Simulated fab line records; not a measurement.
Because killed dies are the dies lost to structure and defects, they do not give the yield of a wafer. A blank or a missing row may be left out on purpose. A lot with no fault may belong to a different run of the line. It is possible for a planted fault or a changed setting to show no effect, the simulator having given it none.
Comparing a struck lot with a sound one ; flow n5-finfet ; 15 steps out of a route of 1938
Sound: the wafers L553.1, L553.3, L553.4. Struck: wafer L560.4 (L560.1, L560.2, from the same lot, were not struck and are left out); the cause is given at the end.
Each step with rows lists, per side, the tool, then ch with its chambers, then its first start. Under that, the readings that differ: sound wafers ; struck wafers ; difference of the means ; sigmas: that difference in standard deviations of wafers without a fault.
alike: a reading whose means differ by less than 2 such deviations, as well as words and numbers matching on both sides. not compared: withheld readings; readings where some wafer has no value; bounds like >300 that might hide an equal value; numbers whose values overlap and for which the record gives no deviation.
Wherever a step has rows on one side only, a row that says differs or no value, or a row with sigmas, the two part there. Numbers that don't overlap but have no deviation are shown without sigmas and don't part them. A reading that every wafer of one side lacks parts them only if that side has two wafers or more.

N5_BEOL_M10_STRIP_77: strips in N2/H2, time 10 s.
  sound: rie-diel-06 ch 1,2,3; struck: rie-diel-06 ch 1
  alike: drypump-motor-current-A, h2-flow-sccm, oes-product-au, rf-vpp-V, showerhead-plenum-p-Torr, throttle-valve-pct
  not compared: rf-hours-counter-h
N5_BEOL_M10_OCD_MEAS_38:
  struck on ocd-01, day 12 06:31; sound on ocd-02, day 10 06:54
  alike: trench-depth-nm
then, 4 steps without rows for these wafers: N5_BEOL_M10_HM_STRIP_39 (strips TiN in peroxide tin strip, target depth 25 nm, time 158 s); N5_BEOL_M10_SRD_40 (time 30 s); N5_BEOL_M10_PRECLEAN_42 (cleans in residue remover, time 60 s); N5_BEOL_M10_SRD_43 (time 30 s).
N5_BEOL_M10_CD_MEAS_35: target cd 70 nm.
  struck on cd-sem-02, day 12 06:41; sound on cd-sem-03, day 10 07:04
  alike: cd-nm
then, 1 step without rows for these wafers: N5_BEOL_M10_CURE_72 (cures SiCOH lowk, time 120 s).
N5_BEOL_M10_DEGAS_44: time 60 s.
  struck on pvd-sputter-03, day 12 08:35; sound on pvd-sputter-01, day 10 07:32
  alike: heater-power-w
N5_BEOL_M10_PRE_CLEAN_45: time 30 s.
  struck on pvd-sputter-03, day 12 08:38; sound on pvd-sputter-01, day 10 07:35
  alike: heater-power-w
then, 1 step without rows for these wafers: N5_BEOL_M10_ALD_74 (deposits TaN, target thk 2 nm, pulse time 2 s, purge time 3 s).
N5_BEOL_M10_SURFACE_TREAT_76:
  struck on pvd-sputter-03, day 12 09:04; sound on pvd-sputter-03, day 10 08:10
  not compared: throttle-valve-pct
N5_BEOL_M10_CVD_75: deposits Co from CCTBA/H2, target thk 2 nm, time 138.9 s.
  sound on cvd-co-02 ch 0,1,2, day 10 08:17; struck on cvd-co-02 ch 2, day 12 09:08
reading;sound;struck;difference;sigmas
run-length-s (s);161.9 161.7 161.3;126.4;-35.2;-72
N5_BEOL_M10_SPUTTER_48: material Cu, target thk 12 nm, time 2 s.
  struck on pvd-sputter-02, day 12 09:18; sound on pvd-sputter-03, day 10 08:31
  alike: throttle-valve-pct
-- here the record skips 2 days between the struck wafers' starts before and after, leaving off in module BEOL_M10 and picking up in module PASSIVATION (first step shown: number 1936 of the route) --
N5_PASSIVATION_PROBE_49:
  struck on prober-02, day 14 12:32; sound on prober-02, day 12 11:28
  alike: defect-limited-yield, killed_at_M0_to_M3, killed_at_M4_up, killed-at-contacts, killed-at-front-end, killed-at-other, killed-dies, killed-open, killed-short, sort_bin_5_function, sort_bin_6_memory, sort-n-pass, sort-yield-pct

## WHERE THEY PART
At N5_BEOL_M10_CVD_75 and nowhere else, as far as this record goes. Later steps at which nothing parts them and some readings are alike: N5_BEOL_M10_SPUTTER_48, N5_PASSIVATION_PROBE_49.

WHY: what the simulator had put in
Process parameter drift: cvd-co-02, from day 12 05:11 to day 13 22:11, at N5_BEOL_M10_CVD_75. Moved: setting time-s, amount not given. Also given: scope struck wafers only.
